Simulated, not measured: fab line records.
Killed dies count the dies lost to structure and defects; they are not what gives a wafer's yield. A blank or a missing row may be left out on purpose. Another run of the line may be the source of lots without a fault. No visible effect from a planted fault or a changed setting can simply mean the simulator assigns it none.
A struck lot beside a sound one / flow n5-finfet / 41 out of 1938 route steps
Sound: wafers L545.1, L545.2, L545.6. Struck: wafer L546.3. (L546.2, L546.5 of the same lot were not struck and are left out.) The cause comes at the end.
Each step with rows lists, per side, the tool, then ch with its chambers, then its first start. Under that, the readings that differ: sound wafers / struck wafers / difference of the means / sigmas: that difference in standard deviations of wafers without a fault.
alike: a reading whose means differ by less than 2 such deviations, as well as words and numbers matching on both sides. not compared: withheld readings; readings where some wafer has no value; bounds like >300 that might hide an equal value; numbers whose values overlap and for which the record gives no deviation.
Wherever a step has rows on one side only, a row that says differs or no value, or a row with sigmas, the two part there. Numbers that don't overlap but have no deviation are shown without sigmas and don't part them. A reading missing from all wafers of one side parts the sides only when that side holds two or more wafers.

first, 12 steps without rows for these wafers: N5_SD_EPI_N_STRIP_36 (strips in N2/H2); N5_SD_EPI_N_ETCHBACK_44 (etches SiNx in CH3F/O2, stops on SiO2, target depth 14.5 nm); N5_SD_EPI_N_ETCH_45 (etches SiOCN in CH3F/O2, target depth 6 nm); N5_SD_EPI_N_ETCH_16 (etches SiO2 in CHF3/O2, target depth 5 nm); N5_SD_EPI_N_STRIP_47 (strips in CHF3/O2); N5_SD_EPI_N_SD_RECESS_17 (chemistry HBr/Cl2/O2, target depth 41 nm, time 23.7 s, bt time 3 s); N5_SD_EPI_N_STRIP_38 (strips in N2/H2); N5_SD_EPI_N_WET_ETCH_43 (etches SiO2 in dHF, time 14 s, target depth 1.5 nm); N5_SD_EPI_N_STRIP_18 (strips in SPM, time 750 s); N5_SD_EPI_N_SRD_20 (time 30 s); N5_SD_EPI_N_PRECLEAN_48 (cleans in NF3:NH3, afs cycles 2, time 20 s, sublimation time 60 s); N5_SD_EPI_N_VAPOR_ETCH_50 (etches Si in HCl, time 54 s).
N5_SD_EPI_N_EPI_21: deposits Si:P, time 690 s.
  sound on epi-rpcvd-01 ch 0, day 5 10:14; struck on epi-rpcvd-01 ch 0, day 5 17:07
reading=epi-growth-time-s (s); sound=690 690 690; struck=501.44; difference=-188.56; sigmas=
reading=model.Si-P_of_SD_EPI_N_EPI_21.thk-nm (nm); sound=59 60.8 60.2; struck=46.2; difference=-13.8; sigmas=
N5_SD_EPI_N_EPI_MEAS_23:
  sound on film-metro-01, day 5 12:31; struck on film-metro-01, day 5 19:01
reading=thk-nm (nm); sound=58.0 60.1 59.3; struck=47.3; difference=-11.8; sigmas=-10
then, 24 steps without rows for these wafers: N5_SD_EPI_N_PRECLEAN_24 (cleans in O3/DIW, time 60 s); N5_SD_EPI_N_SRD_25 (time 30 s); N5_SD_EPI_N_PRECLEAN_49 (cleans in NF3:NH3, afs cycles 1, time 20 s, sublimation time 60 s); N5_SD_EPI_N_LINER_46 (material SiNx, target thk 3 nm); N5_SD_EPI_P_COAT_34 (time 60 s, resist thk 350 nm); N5_SD_EPI_P_COAT_35 (time 60 s, resist thk 35 nm); N5_SD_EPI_P_COAT_03 (resist thk 150 nm); N5_SD_EPI_P_EBR_05; N5_SD_EPI_P_SOFTBAKE_04 (time 60 s); N5_SD_EPI_P_EXPOSE_06 (exposes mask SD P BLK, target cd 240 nm); N5_SD_EPI_P_PEB_07 (peb time 60 s); N5_SD_EPI_P_DEVELOP_08 (develop time 30 s); N5_SD_EPI_P_DESCUM_14 (chemistry O2, time 7.9 s); N5_SD_EPI_P_ETCH_36 (etches SiARC in CF4, target depth 45.5 nm, time 75.8 s); N5_SD_EPI_P_ETCH_37 (etches SOC in N2/H2, overetch 108 nm, time 486 s); N5_SD_EPI_P_STRIP_38 (strips in N2/H2); N5_SD_EPI_P_ETCHBACK_46 (etches SiNx in CH3F/O2, stops on SiO2, target depth 17.5 nm); N5_SD_EPI_P_ETCH_47 (etches SiOCN in CH3F/O2, target depth 25 nm); N5_SD_EPI_P_ETCH_16 (etches SiO2 in CHF3/O2, target depth 5 nm); N5_SD_EPI_P_STRIP_50 (strips in CHF3/O2); N5_SD_EPI_P_SD_RECESS_17 (chemistry HBr/Cl2/O2, target depth 39.1 nm, bt time 3 s); N5_SD_EPI_P_WET_ETCH_45 (etches SiO2 in dHF, time 10.7 s, target depth 2 nm, rinse time 30 s); N5_SD_EPI_P_STRIP_40 (strips in N2/H2); N5_SD_EPI_P_PRECLEAN_52 (cleans in O3/DIW, time 60 s).
N5_SD_EPI_P_PRECLEAN_24: cleans in O3/DIW, time 45 s.
  sound on wet-bench-01 ch 0,2,3, day 5 17:16; struck on wet-bench-03 ch 6, day 5 23:42
reading=model.Si-P_of_SD_EPI_N_EPI_21.thk-nm (nm); sound=58.2 60 59.4; struck=45.6; difference=-13.6; sigmas=
N5_SD_ACTIVATION_RS_MEAS_03: measures by four-point-probe.
  sound on film-metro-01, day 5 17:46; struck on film-metro-02, day 6 00:25
reading=RS_SD_N (ohm/sq); sound=21.7 21.1 21.4; struck=28.1; difference=+6.7; sigmas=+20
  alike: RS_SD_P
-- here the record skips 6 days between the struck wafers' starts before and after, leaving off in module SD_ACTIVATION and picking up in module BEOL_M4 (first step shown: number 1111 of the route) --
N5_BEOL_M4_RC_MEAS_101:
  sound on prober-01 ch 0, day 10 17:58; struck on prober-02 ch 0, day 11 12:56
reading=IOFF_P (nA/um); sound=0.30 0.30 0.17; struck=0.14; difference=-0.12; sigmas=-2
reading=REXT_N (ohm.um); sound=72.9 73.2 72.1; struck=83.0; difference=+10.3; sigmas=+5
reading=RS_SD_N (ohm/sq); sound=28.4 27.3 27.8; struck=36.7; difference=+8.9; sigmas=+19
reading=VT_N (mV); sound=243 245 250; struck=255; difference=+9; sigmas=+2
reading=VT_P (mV); sound=-245 -244 -254; struck=-256; difference=-8; sigmas=-2
  alike: DIBL_N, DIBL_P, IOFF_N, ION_N, ION_P, SS_N, SS_P

WHERE THEY PART
Last at N5_BEOL_M4_RC_MEAS_101 as far as this record goes, first at N5_SD_EPI_N_EPI_MEAS_23.

WHY: what the simulator had put in
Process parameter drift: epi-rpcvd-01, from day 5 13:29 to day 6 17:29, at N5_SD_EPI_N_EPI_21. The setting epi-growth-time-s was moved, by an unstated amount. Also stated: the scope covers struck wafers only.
